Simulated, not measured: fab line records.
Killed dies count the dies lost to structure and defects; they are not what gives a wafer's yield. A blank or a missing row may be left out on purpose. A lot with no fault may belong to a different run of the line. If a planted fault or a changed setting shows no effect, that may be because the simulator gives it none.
Matching of chambers	flow n5-finfet	N5_BEOL_M8_ETCH_61 on rie-diel-01: 4 sister chambers
The step etches SiARC in CF4, target depth 45.5 nm, time 75.8 s. 16 wafers are shown with their chamber, then 8 later ones without.

WAFERS WITH THEIR CHAMBER
wafer	chamber	showerhead-plenum-p-Torr (Torr)	etch-rf-on-time-s (s)	throttle-valve-pct (%)
L074.3	2	2.09	79.6	15.77
L074.4	1	2.21	76.0	15.72
L074.5	2	2.09	79.4	15.78
L075.2	0	2.12	77.6	15.48
L075.4	2	2.09	80.3	15.75
L075.6	1	2.21	75.8	15.74
L082.1	2	2.09	78.5	15.30
L082.2	1	2.20	75.4	15.79
L082.6	1	2.20	75.3	15.80
L084.2	0	2.11	76.9	15.52
L084.3	2	2.08	79.4	15.30
L084.6	2	2.08	80.4	15.31
L085.1	2	2.08	78.1	15.32
L085.3	3	2.09	73.6	15.11
L085.6	3	2.09	73.8	15.10
L087.1	0	2.11	77.1	15.54

SIGNATURES (means of the wafers above)
reading	chamber 0	chamber 1	chamber 2	chamber 3	scatter within a chamber
showerhead-plenum-p-Torr	2.1133	2.2050	2.0857	2.0900	0.00531
etch-rf-on-time-s	77.200	75.625	79.386	73.700	0.643
throttle-valve-pct	15.5133	15.7625	15.5043	15.1050	0.175
Rule: for a wafer and a chamber, the distance is found by dividing, reading by reading, the gap between the wafer's reading and the chamber's mean by the reading's scatter, squaring, summing and taking the root. If the next closest chamber is less than 2 further off than the closest, the wafer can't be placed; otherwise it belongs to the closest. The scatter: the root of (the sum of the squares of (reading less its chamber's mean) over the shown wafers, divided by (wafers less chambers)).

WAFERS WITH NO CHAMBER GIVEN
wafer	showerhead-plenum-p-Torr (Torr)	etch-rf-on-time-s (s)	throttle-valve-pct (%)
L087.4	2.08	79.2	15.31
L087.6	2.19	76.1	15.80
L093.3	2.08	75.9	15.13
L093.5	2.08	80.0	15.35
L093.6	2.19	76.8	15.84
L095.3	2.10	76.0	15.56
L095.4	2.08	75.7	15.17
L095.5	2.10	76.8	15.57

WHICH CHAMBER EACH WENT THROUGH
wafer	from the rows above	in truth
L087.4	2	2
L087.6	1	1
L093.3	3	3
L093.5	2	2
L093.6	1	1
L095.3	can't be placed: 0 or 3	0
L095.4	3	3
L095.5	0	0
7 of 8 placed correctly. Unplaceable from these rows: 1, with the true chamber sitting among the candidates in 1. 0 placed wrongly.
